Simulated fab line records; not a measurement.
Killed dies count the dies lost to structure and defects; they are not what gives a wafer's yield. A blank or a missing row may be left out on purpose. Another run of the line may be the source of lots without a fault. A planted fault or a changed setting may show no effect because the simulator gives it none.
A lot that was struck, set against a sound lot :: flow nand harc :: 15 steps out of a route of 1159
Sound: the wafers L103.1, L103.3, L103.4. Struck: wafer L110.3. (L110.1, L110.5 of the same lot were not struck and are left out.) The cause comes at the end.
Per side, at each step with rows, come the tool, then ch with its chambers, and then its first start. Under that, the readings that differ: sound wafers :: struck wafers :: difference of the means :: sigmas: that difference in standard deviations of wafers without a fault.
alike: same words and numbers on both sides, and readings whose means sit less than 2 such deviations apart. not compared: any withheld reading, any reading some wafer has no value for, any bound like >300 that may hide the same value, and any number with overlapping values for which the record gives no deviation.
A row with sigmas, a row that says differs or no value, or rows on one side alone: a step with any of these is where the two part. When numbers do not overlap yet have no deviation, they are printed without sigmas and do not part them. A reading that every wafer of one side lacks parts them only if that side has two wafers or more.

first, 8 steps without rows for these wafers: NHARC_THIN_TSV_DEHYDRATE_25 (time 120 s); NHARC_THIN_TSV_HMDS_26 (time 30 s); NHARC_THIN_TSV_COAT_27; NHARC_THIN_TSV_SOFTBAKE_28 (time 95 s); NHARC_THIN_TSV_EBR_29; NHARC_THIN_TSV_EXPOSE_30 (exposes mask PAD); NHARC_THIN_TSV_PEB_31 (peb time 85 s); NHARC_THIN_TSV_DEVELOP_32 (time 70 s).
NHARC_THIN_TSV_CD_MEAS_33: target cd 5000 nm.
  sound on cd sem-02 ch 0, day 19 06:27; struck on cd sem-03 ch 0, day 21 05:14
  alike: cd nm
then, 1 step without rows for these wafers: NHARC_THIN_TSV_HARDBAKE_34 (time 80 s).
NHARC_THIN_TSV_DESCUM_35: chemistry O2, time 3 s.
  sound on rie diel-06 ch 0,1,2, day 19 06:37; struck on rie diel-06 ch 3, day 21 05:24
reading: rf hours counter h (h)
sound: 1 1 1
struck: 4
difference: +3
sigmas: 
  alike: chamber pressure mTorr, drypump motor current A, oes product au, rf vpp V, showerhead plenum p Torr, throttle valve pct
NHARC_THIN_TSV_ETCH_59: etches the open film in Cl2/BCl3, target depth 880 nm, time 138.1 s.
  sound on rie metal-01 ch 0,1, day 19 06:44; struck on rie metal-02 ch 1, day 21 05:34
  alike: chamber pressure mTorr, drypump motor current A, oes product au, throttle valve pct
  not compared: rf hours counter h
NHARC_THIN_TSV_ETCH_36: etches the open film in Cl2/BCl3, target depth 65 nm, time 18.571 s.
  sound on rie metal-01 ch 0,1, day 19 07:00; struck on rie metal-02 ch 1, day 21 05:47
reading: over etch frac
sound: 0.3 0.3 0.3
struck: 0.45607
difference: +0.15607
sigmas: 
  alike: chamber pressure mTorr, drypump motor current A, oes product au
  not compared: rf hours counter h
NHARC_THIN_TSV_STRIP_56: strips in O2.
  sound on plasma asher-01 ch 0,1, day 19 07:09; struck on plasma asher-01 ch 0, day 21 05:54
  alike: drypump motor current A, heater power w, temp c
  not compared: rf hours counter h
NHARC_END_SORT_01:
  the record has rows for the struck wafers here (prober-01 ch 0, day 21 15:48) and none for the sound ones

## WHERE THEY PART
NHARC_END_SORT_01 only, going by this record.

WHY: whatever the simulator had introduced
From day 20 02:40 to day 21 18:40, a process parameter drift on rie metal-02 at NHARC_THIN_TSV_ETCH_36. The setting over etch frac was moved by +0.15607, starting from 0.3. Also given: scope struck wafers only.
